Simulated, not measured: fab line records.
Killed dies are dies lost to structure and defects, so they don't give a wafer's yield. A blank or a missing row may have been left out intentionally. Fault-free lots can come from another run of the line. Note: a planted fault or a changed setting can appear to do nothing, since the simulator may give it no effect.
A lot that was struck, set against a sound lot / flow nand-harc / 15 steps out of a route of 1302
Sound: the wafers L532.1, L532.3, L532.4. Struck: wafers L547.1, L547.5, L547.6. The cause is given at the end.
For every step that has rows: the tool of each side, followed by ch and its chambers, followed by its first start. Under that, the readings that differ: sound wafers / struck wafers / difference of the means / sigmas: that difference in standard deviations of wafers without a fault.
alike: a reading whose means differ by less than 2 such deviations, as well as words and numbers matching on both sides. not compared: withheld readings; readings where some wafer has no value; bounds like >300 that might hide an equal value; numbers whose values overlap and for which the record gives no deviation.
A row with sigmas, a row that says differs or no value, or rows on one side alone: a step with any of these is where the two part. When numbers do not overlap yet have no deviation, they are printed without sigmas and do not part them. A reading that every wafer of one side lacks parts them only if that side has two wafers or more.

NHARC_A_BLC_DESCUM_15: chemistry O2, time 3 s.
  sound on rie-diel-03 ch 0,2,3, day 23 12:55; struck on rie-diel-05 ch 0,1,3, day 29 17:31
  alike: drypump-motor-current-A, oes-product-au, rf-vpp-V, showerhead-plenum-p-Torr, throttle-valve-pct
  not compared: rf-hours-counter-h
NHARC_A_BLC_ETCH_16: etches the open film in CF4, target depth 39 nm, time 65 s.
  sound on rie-diel-03 ch 0,1,2, day 23 13:00; struck on rie-diel-05 ch 0,2,3, day 29 17:35
  alike: drypump-motor-current-A, oes-product-au, rf-vpp-V, showerhead-plenum-p-Torr, throttle-valve-pct
  not compared: rf-hours-counter-h
NHARC_A_BLC_ETCH_17: etches the open film in N2/H2, target depth 390 nm, time 609.38 s.
  sound: rie-diel-03 ch 0,2,3; struck: rie-diel-05 ch 0,1
  alike: drypump-motor-current-A, n2-flow-sccm, oes-product-au, rf-vpp-V, showerhead-plenum-p-Torr, throttle-valve-pct
  not compared: rf-hours-counter-h
then, 1 step without rows for these wafers: NHARC_A_BLC_ETCH_18 (etches the open film in C4F8/O2/Ar, target depth 910 nm).
NHARC_A_BLC_CD_MEAS_19:
  sound on cd-sem-02 at day 23 13:52; struck on cd-sem-03 at day 29 18:28
  alike: cd-nm
then, 1 step without rows for these wafers: NHARC_A_BLC_STRIP_29 (strips in CF4).
NHARC_A_BLC_STRIP_21: strips in O2.
  sound on rie-diel-05 ch 0,1,3, day 23 14:05; struck on rie-diel-03 ch 2,3, day 29 18:38
  alike: drypump-motor-current-A, oes-product-au, rf-vpp-V, showerhead-plenum-p-Torr, throttle-valve-pct
  not compared: rf-hours-counter-h
then, 3 steps without rows for these wafers: NHARC_A_BLC_STRIP_22 (strips in post etch residue remover, time 600 s); NHARC_A_BLC_DEGAS_30 (time 60 s); NHARC_A_BLC_PRE_CLEAN_31 (time 15 s).
NHARC_A_BLC_PVD_32: deposits Ti, target thk 5 nm, time 17.7 s.
  sound on pvd-sputter-01; struck on pvd-sputter-03
  alike: throttle-valve-pct
then, 1 step without rows for these wafers: NHARC_A_BLC_ALD_23 (deposits TiN, target thk 3 nm, pulse time 1 s, ald cycles 150).
NHARC_A_BLC_CVD_24: deposits W, target thk 150 nm, time 434 s.
  sound on cvd-w-01 ch 0,1, day 23 15:04; struck on cvd-w-02 ch 0,1, day 29 19:30
  no value came back on the struck wafers for chamber-pressure-Torr (Torr), heater-power-outer-w (W), heater-power-w (W), throttle-valve-pct (%); on the sound wafers chamber-pressure-Torr (Torr) reads 39.97 40.06 39.95
  not compared: since-wet-clean-h
NHARC_A_BLC_CMP_25: polishes, t overpolish 30 s, target thk 150 nm.
  sound on cmp-01 ch 1,2,3, day 23 15:31; struck on cmp-04 ch 0,2,3, day 29 20:05
reading=time-to-endpoint-s (s); sound=28.5 26.4 28.1; struck=2.3 1.4 0.3; difference=-26.3; sigmas=-13
  alike: motor-current-A, overpolish-run-s
NHARC_END_SORT_01:
  sound on prober-02 ch 0, day 25 09:08; struck on prober-02 ch 0, day 31 13:17
reading=killed-at-array; sound=59 49 46; struck=677 676 672; difference=+624; sigmas=+37
reading=killed-dies; sound=60 51 50; struck=677 677 677; difference=+623; sigmas=+35
  alike: killed-at-other, killed-at-periphery, killed-open, killed-short

## WHERE THEY PART
At NHARC_A_BLC_CVD_24 first; at NHARC_END_SORT_01 last (within this record only).

WHY: what the simulator had put in
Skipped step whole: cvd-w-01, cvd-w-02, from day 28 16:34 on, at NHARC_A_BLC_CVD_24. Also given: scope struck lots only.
